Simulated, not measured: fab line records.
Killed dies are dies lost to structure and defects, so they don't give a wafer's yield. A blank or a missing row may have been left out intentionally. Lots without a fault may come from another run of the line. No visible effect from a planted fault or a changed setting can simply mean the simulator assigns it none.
Split-lot study	flow n5 finfet	on a route of 1938 steps: 7 lots, 39 wafers read

## THE SPLIT
At N5_BEOL_M0_SAQP_PECVD_96 (deposits a-Si from SiH4/He, target thk 45 nm, time 45.2 s), the setting time s was moved away from the recipe's 45.2 s on 12 of the 39 wafers read, by -25.2% to +38.1%. This setting was run at the recipe's value on the other wafers.

## FROM THE SPLIT TO THE READING: what the file shows between them, 4 steps
- N5_BEOL_M0_SAQP_PECVD_97: deposits SiNx from SiH4/NH3/N2, target thk 23 nm, time 19.9 s
- N5_BEOL_M0_SAQP_PECVD_04: deposits a-Si from SiH4/He, target thk 60 nm, time 60.2 s
- N5_BEOL_M0_SAQP_ETCH_101: etches SiNx in CH3F/O2, target depth 29.9 nm, time 42.7 s
- N5_BEOL_M0_SAQP_ETCH_102: etches SiO2 in CF4, target depth 4 nm, time 4.4 s

## THE READING
oes product au, in a.u., at N5_BEOL_M0_SAQP_MANDREL_ETCH_103 (etches a-Si in HBr/Cl2, stops on SiCN, target depth 45 nm, bt time 10 s, time 27 s). On this fab line, fault-free wafers typically give 0.685 a.u. with a standard deviation of 0.01 a.u.

wafer	tool, chamber at the split	time s as run, s	against the recipe	oes product au, a.u.	against lot-mates on the recipe
L075.1	pecvd-01, 2	45.2	recipe	0.680	-
L075.4	pecvd-01, 0	45.2	recipe	0.690	-
L075.5	pecvd-01, 2	45.2	recipe	0.693	-
L077.1	pecvd-04, 1	45.2	recipe	0.677	-
L077.2	pecvd-04, 0	55.39	+22.5%	0.763	+0.080
L077.3	pecvd-04, 2	45.2	recipe	0.681	-
L077.4	pecvd-04, 0	55.39	+22.5%	0.772	+0.089
L077.5	pecvd-04, 1	55.39	+22.5%	0.763	+0.080
L077.6	pecvd-04, 2	45.2	recipe	0.692	-
L078.1	pecvd-04, 0,1	45.2	recipe	0.682	-
L078.2	pecvd-04, 0,1	45.2	recipe	0.690	-
L078.3	pecvd-04, 2	45.2	recipe	0.685	-
L078.4	pecvd-04, 0	45.2	recipe	0.703	-
L078.5	pecvd-04, 1	45.2	recipe	0.687	-
L078.6	pecvd-04, 2	45.2	recipe	0.685	-
L079.1	pecvd-03, 1	33.81	-25.2%	0.579	-0.105
L079.2	pecvd-03, 2	33.81	-25.2%	0.589	-0.095
L079.3	pecvd-03, 0	45.2	recipe	0.688	-
L079.4	pecvd-03, 1	33.81	-25.2%	0.579	-0.105
L079.5	pecvd-03, 0	45.2	recipe	0.678	-
L079.6	pecvd-03, 2	45.2	recipe	0.685	-
L085.1	pecvd-04, 0	45.2	recipe	0.687	-
L085.2	pecvd-04, 1	59.28	+31.2%	0.807	+0.111
L085.3	pecvd-04, 0	45.2	recipe	0.704	-
L085.4	pecvd-04, 1	59.28	+31.2%	0.794	+0.098
L085.5	pecvd-04, 1	59.28	+31.2%	0.815	+0.119
L085.6	pecvd-04, 0	45.2	recipe	0.698	-
L088.1	pecvd-03, 2	45.2	recipe	0.682	-
L088.2	pecvd-03, 0	45.2	recipe	0.670	-
L088.3	pecvd-03, 1	62.41	+38.1%	0.838	+0.157
L088.4	pecvd-03, 1	45.2	recipe	0.690	-
L088.5	pecvd-03, 2	62.41	+38.1%	0.846	+0.165
L088.6	pecvd-03, 0	62.41	+38.1%	0.843	+0.162
L091.1	pecvd-04, 1	45.2	recipe	0.682	-
L091.2	pecvd-04, 2	45.2	recipe	0.667	-
L091.3	pecvd-04, 0	45.2	recipe	0.676	-
L091.4	pecvd-04, 2,1,0	45.2	recipe	0.685	-
L091.5	pecvd-04, 2,1,0	45.2	recipe	0.681	-
L091.6	pecvd-04, 2,1,0	45.2	recipe	0.680	-
If several chambers appear in one row, that row covers several wafers at once and the file leaves open which wafer was in which chamber.

FIT RESULTS
A straight line over all 39 wafers: oes product au changes by +0.00398 a.u. for each +1% of time s; r = +0.99; the points scatter about the line by 0.0085 a.u.
The same after taking each lot's own level away (the mean of its wafers on the recipe; 39 wafers): +0.00393 a.u. for each +1%; r = +0.99; scatter 0.0083 a.u.
On that fit, the largest move of time s shifts the reading by 0.15 a.u.
Across the lots, their own levels run from 0.6785 to 0.6963 a.u., a range of 1.8 times the standard deviation given above.
Consequently the slope shifts little with the lot-to-lot level, the two slopes agreeing.
Check: with one of the wafers moved furthest among these (+38.1%) left out of the fit, the line predicts +0.148 a.u. for it against its lot-mates. Against them it came out at +0.157 a.u.

## OTHER SPLITS ON THESE WAFERS
These wafers also went through other splits before the reading. Each is held against what the fit with the lots' levels taken away leaves over:
other split on the same wafers	wafers away from the commonest value	r with oes product au (lot level and that fit taken away)
N5_FIN_SAQP_HM_DEP_72 target thk a	9	-0.19
N5_MOL_CONTACT_COAG_ALD_27 ald cycles	12	+0.31

## THE WHOLE CHAIN: every reading that the file lists as answering this split, in the file's order
step	what it does	reading	change (the file's fit)	r (the file's)
N5_BEOL_M0_SAQP_PECVD_96	deposits a-Si from SiH4/He, target thk 45 nm, time 45.2 s	a-Si_of_BEOL_M0_SAQP_PECVD_96.thk nm (the simulator's own value, which no gauge read)	+0.463 nm for each +1% of the setting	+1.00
N5_BEOL_M0_SAQP_MANDREL_ETCH_103	etches a-Si in HBr/Cl2, stops on SiCN, target depth 45 nm, bt time 10 s, time 27 s	oes product au	+0.00392 a.u. for each +1% of the setting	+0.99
N5_BEOL_M0_SAQP_MANDREL_ETCH_103	etches a-Si in HBr/Cl2, stops on SiCN, target depth 45 nm, bt time 10 s, time 27 s	etch.depth nm (the simulator's own value, which no gauge read)	+0.463 nm for each +1% of the setting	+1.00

## FILE'S OWN FIT
oes product au changes by +0.00392 a.u. for each +1% of time s, r = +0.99.
